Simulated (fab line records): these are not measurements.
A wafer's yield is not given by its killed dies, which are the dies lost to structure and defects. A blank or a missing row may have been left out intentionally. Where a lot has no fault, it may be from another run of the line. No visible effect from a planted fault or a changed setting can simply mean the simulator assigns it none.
fab line records	flow n5_finfet
[record] lots = 4	wafers = 12	last_day = 19
route steps=1938 shown BEOL_M1@771 BEOL_M4@1111
lots untouched by any fault: they come from a run of this same line in which no faults occurred
start_h: hours from the record's first day to the start of the lot's first wafer shown	wait_h: how many hours have passed since the lot's step before this one	" identical to the entry in the row above	L1.1+2: a row that stands for several wafers	- no value, or no start was given	* or withheld: withheld	< > ~ a bound
route shown NAME@n: names a module that has steps shown in the file, with the first one's number in the route	usual: average and standard deviation across the fault-free wafers	same: alike in all rows	chamber/n: place in a boat	sites: the reading at each site	_std_site: their standard deviation	_edge_site: inner sites' mean taken away from outer sites' mean	radius_mm: how far each site lies from the wafer's centre	mask NAME#n: copy n	behind: the tool/chamber that last shaped the wafer	hold: why the lot went on hold/how many hours it stayed there/how the hold came to an end	device: names the non-switching transistor (n, p or np)	end of line: the route-end tests of the same wafers	a step with no rows: only its recipe	killed: dies that structure and defects cost at the first sort, which is not the same as the wafer's yield	map: per-die view of a wafer (x killed, . not killed, _ where there is no die)
set.NAME: the setting as run; set.NAME@STEP: as run at that earlier step	model.NAME: the simulator's own value behind a step, which no gauge read
a table for each step, a row for each wafer; lots at some steps of the route
services: the hour from which a tool's chamber was out of use, counted from the record's first day as start_h (under 0 if before that day), plus the number of hours and why
[[steps]]
[step N5_BEOL_M1_STRIP_65]
[recipe] chemistry = N2/H2	temp_c = 40	n2_flow_sccm = 200	h2_flow_sccm = 200	rf_frequency_hz = 6e+07
[step N5_BEOL_M1_STRIP_75]
[recipe] chemistry = N2/H2	temp_c = 40	n2_flow_sccm = 200	h2_flow_sccm = 200	rf_frequency_hz = 6e+07
[step N5_BEOL_M1_STRIP_66]
[recipe] chemistry = CF4	resist = SiARC	power_w = 300	bias_power_w = 75	pressure_mtorr = 50	cf4_flow_sccm = 150	rf_frequency_hz = 6e+07
[step N5_BEOL_M1_HM_OPEN_17]
[recipe] chemistry = Cl2/BCl3	target_depth_a = 200	overetch_a = 60	target = TiN	mask_material = SOC	ion_energy_ev = 150	pressure_mtorr = 10	icp_w = 1000	bias_w = 126	Cl2_flow_sccm = 53.25	bcl3_flow_sccm = 21.75	Ar_flow_sccm = 25
[step N5_BEOL_M1_STRIP_19]
[recipe] chemistry = O2	power_w = 400	temp_c = 40	pressure_mtorr = 30	rf_frequency_hz = 6e+07	bias_power_w = 0	overash_fraction = 0.2	o2_flow_sccm = 225
[step N5_BEOL_M1_COAT_67]
[recipe] resist = SOC	temp_c = 250	time_s = 60	spin_rpm = 1500	resist_thk_nm = 60
[step N5_BEOL_M1_COAT_68]
[recipe] resist = SiARC	temp_c = 220	time_s = 60	spin_rpm = 1500	resist_thk_nm = 12
[step N5_BEOL_M1_COAT_76]
[recipe] resist = underlayer	temp_c = 205	time_s = 60	spin_rpm = 1500	resist_thk_nm = 5
[step N5_BEOL_M1_COAT_22]
[recipe] resist = CAR-EUV	spin_rpm = 1500	resist_thk_nm = 30
[step N5_BEOL_M1_EBR_24]
[recipe] solvent = PGMEA	ebr_width_mm = 1.5
[step N5_BEOL_M1_SOFTBAKE_23]
[recipe] temp_c = 110	time_s = 60	resist = CAR-EUV
[step N5_BEOL_M1_EXPOSE_25]
[recipe] mask_id = V0	na = 0.33	source_shape = quasar	sigma_inner = 0.2	sigma_outer = 0.8	polarization = unpolarized	defocus_nm = 5	target_cd_nm = 24	dose_mj = 63
[usual] exposure_dose_mJ_cm2 = 63.00/0.063	stage_msd_nm = 0.87/0.077
[same] sigma_inner = 0.2
lot.wafer	tool	chamber	start_h	wait_h	mask	exposure_dose_mJ_cm2	stage_msd_nm
L861.2	euv_scanner-01	0	140.47	-	V0#0	63.04	0.94
L861.3	"	0	"	"	V0#0	63.05	0.94
L861.5	"	0	"	"	V0#0	62.99	0.94
L870.1	euv_scanner-01	0	173.67	-	V0#0	65.47	0.94
L870.4	"	0	"	"	V0#0	65.54	0.94
L870.5	"	0	"	"	V0#0	65.57	0.94
L871.2	euv_scanner-01	0	176.86	-	V0#0	65.71	0.94
L871.5	"	0	"	"	V0#0	65.77	0.94
L871.6	"	0	"	"	V0#0	65.78	0.94
L882.1	euv_scanner-02	0	250.59	-	V0#0	62.93	0.76
L882.3	"	0	"	"	V0#0	62.91	0.75
L882.4	"	0	"	"	V0#0	62.93	0.76
[step N5_BEOL_M1_PEB_26]
[recipe] peb_temp_c = 100	peb_time_s = 60	resist = CAR-EUV
[step N5_BEOL_M1_DEVELOP_27]
[recipe] develop_time_s = 30	developer = TMAH	resist = CAR-EUV	rinse_liquid = surfactant_rinse	dry = air_spin	dev_temp_c = 23
[step N5_BEOL_M1_CD_MEAS_28]
[recipe] landing_energy_ev = 500	detector = se_inlens	target_cd_y_nm = 23.3
[usual] cd_nm = 23.94/0.22
lot.wafer	tool	chamber	start_h	wait_h	cd_nm
L861.2	cd_sem-02	0	140.61	-	23.53
L861.3	"	0	"	"	23.89
L861.5	"	0	"	"	23.58
L870.1	cd_sem-01	0	173.81	-	24.36
L870.4	"	0	"	"	24.54
L870.5	"	0	"	"	24.38
L871.2	cd_sem-01	0	177.00	-	24.72
L871.5	"	0	"	"	24.61
L871.6	"	0	"	"	24.94
L882.1	cd_sem-02	0	250.74	-	23.93
L882.3	"	0	"	"	24.01
L882.4	"	0	"	"	23.94
[step N5_BEOL_M1_DESCUM_33]
[recipe] chemistry = O2	time_s = 7	source_power_w = 50	bias_power_w = 20	pressure_mtorr = 20	rf_frequency_hz = 2.712e+07	temp_c = 40	resist = CAR-EUV	o2_flow_sccm = 225
[step N5_BEOL_M1_ETCH_77]
[recipe] chemistry = N2/H2	target = underlayer	target_depth_a = 65	mask_material = CAR-EUV	time_s = 5.2	ion_energy_ev = 200	pressure_mtorr = 30	source_w = 840	bias_w = 150	n2_flow_sccm = 200	h2_flow_sccm = 200	ends = cleared
[step N5_BEOL_M1_ETCH_69]
[recipe] chemistry = CF4	target = SiARC	target_depth_a = 156	mask_material = CAR-EUV	time_s = 26	ion_energy_ev = 80	pressure_mtorr = 40	source_w = 545	bias_w = 36	Ar_flow_sccm = 100	cf4_flow_sccm = 100	ends = cleared
[step N5_BEOL_M1_ALD_98]
[recipe] material = SiO2	target_thk_a = 25	temp_c = 100	ald_precursor_family = BDEAS	ald_co_reactant = O2-plasma	pulse_time_s = 1	co_reactant_pulse_time_s = 1	purge_time_s = 2	co_reactant_purge_time_s = 2	ald_cycles = 17	pressure_torr = 2
[step N5_BEOL_M1_ETCHBACK_99]
[recipe] chemistry = CHF3	target = SiO2	target_depth_a = 50	time_s = 10.4	source_w = 215	bias_w = 47	Ar_flow_sccm = 200	CHF3_flow_sccm = 12	ion_energy_ev = 100	pressure_mtorr = 30
[step N5_BEOL_M1_ETCH_70]
[recipe] chemistry = N2/H2	target = SOC	target_depth_a = 800	overetch_a = 160	mask_material = SiARC	temp_c = 40	time_s = 120	ion_energy_ev = 200	pressure_mtorr = 30	source_w = 840	bias_w = 150	n2_flow_sccm = 200	h2_flow_sccm = 200
[step N5_BEOL_M1_STRIP_71]
[recipe] chemistry = N2/H2	temp_c = 40	n2_flow_sccm = 200	h2_flow_sccm = 200	rf_frequency_hz = 6e+07
[step N5_BEOL_M1_STRIP_78]
[recipe] chemistry = N2/H2	temp_c = 40	n2_flow_sccm = 200	h2_flow_sccm = 200	rf_frequency_hz = 6e+07
[step N5_BEOL_M1_VIA_ETCH_34]
[recipe] chemistry = C4F6/O2	target_depth_a = 678	mask_material = SOC	pressure_mtorr = 15	ion_energy_ev = 250	taper_deg = 4	time_s = 64.4	source_w = 350	bias_w = 170	Ar_flow_sccm = 300	C4F6_flow_sccm = 10	O2_flow_sccm = 10
[usual] drypump_motor_current_A = 5.6/0.36	oes_product_au = 0.76/0.093	rf_vpp_V = 664/15	showerhead_plenum_p_Torr = 2.80/0.085	throttle_valve_pct = 30.77/0.22
lot.wafer	tool	chamber	start_h	wait_h	drypump_motor_current_A	oes_product_au	rf_hours_counter_h	rf_vpp_V	showerhead_plenum_p_Torr	throttle_valve_pct	model.BEOL_M1.cd_nm
L861.2	rie_diel-06	2	144.74	0.0	5.2	0.71	206	679	2.93	30.67	18.2
L861.3	"	3	"	"	5.3	0.75	163	673	2.73	31.18	18.4
L861.5	"	1	"	"	5.6	0.75	-	669	2.74	30.90	18.2
L870.1	rie_diel-04	3	196.05	0.0	5.7	0.68	233	652	2.78	30.70	18.6
L870.4	"	2	"	"	5.2	0.73	167	678	2.97	30.90	18.4
L870.5	"	2	"	"	5.3	0.73	-	680	2.97	30.91	18.4
L871.2	rie_diel-02	1	209.38	0.0	6.0	0.71	192	665	2.70	30.42	19
L871.5	"	0	"	"	5.4	0.95	-	672	2.90	30.59	19.2
L871.6	"	3	"	"	5.7	0.71	-	643	2.78	30.81	19
L882.1	rie_diel-06	3	255.50	0.0	5.3	0.73	189	671	2.72	31.21	17.8
L882.3	"	2	"	"	5.2	0.71	227	679	2.92	30.67	18.2
L882.4	"	0	"	"	4.9	0.85	43	679	2.78	30.56	18
[step N5_BEOL_M1_STRIP_83]
[recipe] chemistry = C4F6/O2	resist = SiARC	rf_frequency_hz = 6e+07
[step N5_BEOL_M4_RC_MEAS_101]
[usual] DIBL_N = 36.0/1.7	DIBL_P = 36.2/1.9	IOFF_N = 0.154/0.028	IOFF_P = 0.21/0.036	ION_N = 675/11	ION_P = 463/8.3	SS_N = 71.4/0.63	SS_P = 73.2/0.55	VT_N = 250.2/3	VT_P = -251/3.7
lot.wafer	tool	chamber	start_h	wait_h	DIBL_N[mV/V]	DIBL_P[mV/V]	IOFF_N[nA/um]	IOFF_P[nA/um]	ION_N[uA/um]	ION_P[uA/um]	SS_N[mV/dec]	SS_P[mV/dec]	VT_N[mV]	VT_P[mV]
L861.2	prober-02	0	192.96	0.2	36.5	36.0	0.173	0.28	703	491	70.8	73.6	246.7	-242
L861.3	"	0	"	"	36.5	35.7	0.157	0.26	687	473	71.4	73.4	249.5	-244
L861.5	"	0	"	"	34.7	33.6	0.138	0.22	690	479	70.2	72.9	249.6	-245
L870.1	prober-02	0	281.91	0.0	36.8	34.9	0.152	0.18	660	448	71.8	73.0	253.4	-254
L870.4	"	0	"	"	34.3	33.4	0.118	0.17	666	458	71.0	73.1	252.1	-253
L870.5	"	0	"	"	35.0	34.5	0.134	0.18	670	461	71.5	72.9	247.7	-250
L871.2	prober-02	0	291.79	0.2	35.3	35.3	0.135	0.18	684	463	71.5	72.8	250.7	-253
L871.5	"	0	"	"	35.4	34.7	0.123	0.17	668	454	71.5	73.1	254.9	-255
L871.6	"	0	"	"	35.9	35.5	0.142	0.18	681	466	71.5	73.2	251.5	-254
L882.1	prober-02	0	342.53	0.0	35.8	36.0	0.154	0.23	668	470	70.8	72.6	248.9	-245
L882.3	"	0	"	"	33.1	33.3	0.116	0.19	678	473	71.0	72.5	251.4	-248
L882.4	"	0	"	"	37.5	38.5	0.195	0.27	682	474	72.5	73.5	245.2	-248
[[services]]
tool	chamber	start_h	hours	kind
euv_scanner-01	0	129.32	-	calibration
euv_scanner-02	-	133.99	1.3	repair
euv_scanner-01	-	135.32	1.0	pm
euv_scanner-02	0	150.80	-	calibration
rie_diel-02	1	154.13	5.4	repair
euv_scanner-02	-	154.17	1.0	pm
rie_diel-02	0	165.92	-	clean
rie_diel-02	0	165.92	-	consumable_replace:focus_ring
rie_diel-02	0	165.92	16.7	scheduled_down
rie_diel-02	0	165.92	16.7	vent_cycle
euv_scanner-02	-	166.19	0.2	repair
rie_diel-04	3	167.41	8.7	repair
euv_scanner-02	-	172.86	5.8	pm
rie_diel-02	-	179.40	1.0	repair
euv_scanner-01	-	186.34	19.1	repair
rie_diel-06	2	189.08	10.0	repair
rie_diel-06	-	200.13	14.6	pm
euv_scanner-02	-	206.41	6.2	pm
euv_scanner-02	-	212.66	4.6	pm
euv_scanner-01	-	224.25	4.6	pm
rie_diel-06	2	226.76	7.4	repair
rie_diel-02	2	234.77	-	clean
rie_diel-04	3	236.60	5.9	repair
euv_scanner-01	-	246.87	1.0	pm
[[key]]
[first_sign] step = N5_BEOL_M1_EXPOSE_25	reading = exposure_dose_mJ_cm2	direction = up	sigmas = 42	usual = 63.00	struck = 65.64
[effect] step = N5_BEOL_M1_CD_MEAS_28	reading = cd_nm	direction = up	sigmas = 2.9	usual = 23.94	struck = 24.59
[model_effect] step = N5_BEOL_M1_VIA_ETCH_34	value = BEOL_M1.cd_nm	without = 17.97	struck = 18.77
met_at N5_BEOL_M1_EXPOSE_25
struck_wafers L870.1,L870.4,L870.5,L871.2,L871.5,L871.6
onset_between 140.47 173.67
[fault] kind = process_parameter_drift	tool = euv_scanner-01	chamber = -	onset_h = 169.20	steps = N5_BEOL_M1_EXPOSE_25	channel = dose_mj	offset = 2.6479	shape = step	acts_in = these_recipes_only	stated = 63
